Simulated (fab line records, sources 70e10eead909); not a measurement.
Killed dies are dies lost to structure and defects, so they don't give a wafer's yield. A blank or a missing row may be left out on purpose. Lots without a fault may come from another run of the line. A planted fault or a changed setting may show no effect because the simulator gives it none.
Problem report in the 8D (eight disciplines) form, filled by code | flow nand_harc | the parts of the form that need people (team, actions taken, sign-off) are left out

1. THE PROBLEM
cd_nm at NHARC_A_BONDPAD_CD_MEAS_09 reads a mean of 490.3 nm on 6 wafers of 2 lots; wafers without a fault read 499.9 nm with a standard deviation of 1.3. That is -7.4 standard deviations from the usual mean.
The step: target cd 500 nm.
First seen on wafer L680.1, day 29 10:36, on cd_sem-02. The record holds 33 wafers of 11 lots with a number at this step. Rule for "out", or "out of limits": more than 4 standard deviations from the usual mean. The other wafers with a number count as sound.

2. WHAT IT IS AND WHAT IT IS NOT
question                    | is                     | is not
which readings at this step | cd_nm                  | -
which lots                  | L680, L682             | L665, L666, L668, L669, L672, L673, L675, L686, L687
which wafers of those lots  | all that have a number | -
read on which gauges        | cd_sem-02, cd_sem-03   | cd_sem-01
when                        | from day 29 10:36      | up to then (21 sound wafers); but 6 sound wafers of L686, L687 came after

3. SUSPECTS, AND WHAT RULES EACH OUT
Counting: a tool at a process step up to the reading stays a suspect if it ran every lot that is out and no sound lot after the first of them.
- the gauge at NHARC_A_BONDPAD_CD_MEAS_09: ruled out. The wafers that are out were read on 2 gauges (cd_sem-02, cd_sem-03).
- rie_diel-05 at NHARC_A_M1_STRIP_18 (strips in N2/H2): ruled out as a lasting fault. Sound lots L687 ran on it after its first lot that is out, L680 (day 29 06:24).
- krf_scanner-02 at NHARC_A_BONDPAD_EXPOSE_06 (exposes mask A BPAD): kept. It ran every lot that is out, first L680 (day 29 10:26), and no sound lot after that; its last sound lot up to then is L673 (day 28 04:12). Its own readings are out on those wafers: exposure_dose_mJ_cm2.
Left after counting: krf_scanner-02 at NHARC_A_BONDPAD_EXPOSE_06.

4. THE CAUSE (what the simulator had put in)
Process parameter drift: krf_scanner-02, from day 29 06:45 on, at NHARC_A_BONDPAD_EXPOSE_06. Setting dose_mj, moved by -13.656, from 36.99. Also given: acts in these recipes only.
Counting left only this tool.

5. THE CHAIN OF EFFECTS, in route order
Each row: a reading whose mean over the struck wafers that have a number lies more than 3 standard deviations from the usual. Only readings for which the record gives a usual standard deviation are gone through. hours: the time from each lot's start at the first step in this table that gives one to its start at this step, as a median over the lots. sigmas: the change in usual standard deviations.
hours | step                       | reading              | usual    | on struck wafers | change | sigmas
0     | NHARC_A_BONDPAD_EXPOSE_06  | exposure_dose_mJ_cm2 | 36.99    | 24.70            | -12.29 | -99 or more
0     | NHARC_A_BONDPAD_CD_MEAS_09 | cd_nm                | 499.9 nm | 490.3            | -9.6   | -7.4
The process steps in it:
- NHARC_A_BONDPAD_EXPOSE_06: exposes mask A BPAD.

6. WHAT WOULD HAVE CAUGHT IT SOONER
In this record the first reading out of limits at a measuring or inspecting step was taken at day 29 10:36, 4 hours after the fault began at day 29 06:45.
The tool's own readings at NHARC_A_BONDPAD_EXPOSE_06 were out on every struck wafer that the step has a row for (exposure_dose_mJ_cm2): an alarm limit on them would have fired on the first of those.
Of the lots that are out (2), L682 began NHARC_A_BONDPAD_EXPOSE_06 on krf_scanner-02 after day 29 10:36. A hold on the tool at that time would have spared it.
